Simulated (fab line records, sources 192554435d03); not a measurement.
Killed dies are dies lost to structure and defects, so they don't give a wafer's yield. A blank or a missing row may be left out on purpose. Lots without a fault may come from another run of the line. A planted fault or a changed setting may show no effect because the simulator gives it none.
Chamber matching | flow n5_finfet | N5_BEOL_M10_STRIP_19 on rie_diel-04: 4 sister chambers
The step strips in O2. 20 wafers are shown with their chamber, then 10 later ones without.

WAFERS WITH THEIR CHAMBER
wafer  | chamber | showerhead_plenum_p_Torr (Torr) | drypump_motor_current_A (A) | throttle_valve_pct (%)
L077.1 | 3       | 2.07                            | 6.3                         | 16.98
L077.2 | 2       | 2.07                            | 6.1                         | 17.04
L077.5 | 1       | 2.15                            | 6.5                         | 16.59
L076.1 | 0       | 2.16                            | 6.3                         | 16.90
L076.3 | 1       | 2.15                            | 6.4                         | 16.58
L076.5 | 3       | 2.07                            | 6.2                         | 16.98
L080.1 | 3       | 2.07                            | 6.2                         | 16.96
L080.4 | 2       | 2.07                            | 6.0                         | 17.04
L080.6 | 1       | 2.15                            | 6.4                         | 16.62
L083.3 | 3       | 2.07                            | 6.3                         | 17.00
L083.4 | 2       | 2.07                            | 6.0                         | 17.06
L083.5 | 2       | 2.07                            | 6.1                         | 17.07
L085.2 | 3       | 2.07                            | 6.3                         | 17.00
L085.4 | 2       | 2.07                            | 6.0                         | 17.07
L085.5 | 2       | 2.07                            | 6.1                         | 17.09
L084.4 | 3       | 2.07                            | 6.2                         | 16.99
L084.5 | 0       | 2.16                            | 6.3                         | 16.44
L084.6 | 1       | 2.14                            | 6.5                         | 16.63
L088.1 | 1       | 2.14                            | 6.4                         | 16.64
L088.4 | 0       | 2.16                            | 6.3                         | 16.47

SIGNATURES (means of the wafers above)
reading                  | chamber 0 | chamber 1 | chamber 2 | chamber 3 | scatter within a chamber
showerhead_plenum_p_Torr | 2.1600    | 2.1460    | 2.0700    | 2.0700    | 0.00274
drypump_motor_current_A  | 6.300     | 6.440     | 6.050     | 6.250     | 0.0512
throttle_valve_pct       | 16.6033   | 16.6120   | 17.0617   | 16.9850   | 0.0929
Rule: a wafer's distance from a chamber is the root of the sum, over the readings, of the square of ((its reading less the chamber's mean) divided by the reading's scatter). The wafer belongs to the nearest chamber; if the next one is less than 2 further off, it can't be placed. The scatter: the root of (the sum of the squares of (reading less its chamber's mean) over the shown wafers, divided by (wafers less chambers)).

WAFERS WITHOUT THEIR CHAMBER
wafer  | showerhead_plenum_p_Torr (Torr) | drypump_motor_current_A (A) | throttle_valve_pct (%)
L088.5 | 2.14                            | 6.4                         | 16.64
L090.3 | 2.06                            | 6.1                         | 17.09
L090.4 | 2.14                            | 6.5                         | 16.64
L090.6 | 2.06                            | 6.2                         | 17.01
L092.1 | 2.06                            | 6.2                         | 17.03
L092.2 | 2.14                            | 6.5                         | 16.65
L092.3 | 2.06                            | 6.1                         | 17.12
L094.1 | 2.06                            | 6.0                         | 17.12
L094.4 | 2.15                            | 6.3                         | 16.46
L094.6 | 2.06                            | 6.2                         | 17.06

WHICH CHAMBER EACH WENT THROUGH
wafer  | from the rows above     | in truth
L088.5 | 1                       | 1
L090.3 | can't be placed: 2 or 3 | 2
L090.4 | 1                       | 1
L090.6 | can't be placed: 3 or 2 | 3
L092.1 | can't be placed: 3 or 2 | 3
L092.2 | 1                       | 1
L092.3 | can't be placed: 2 or 3 | 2
L094.1 | 2                       | 2
L094.4 | can't be placed: 1 or 0 | 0
L094.6 | can't be placed: 3 or 2 | 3
Placed correctly: 4 of 10. Can't be placed from these rows: 6 (the true chamber is among the candidates in 6). Placed wrongly: 0.
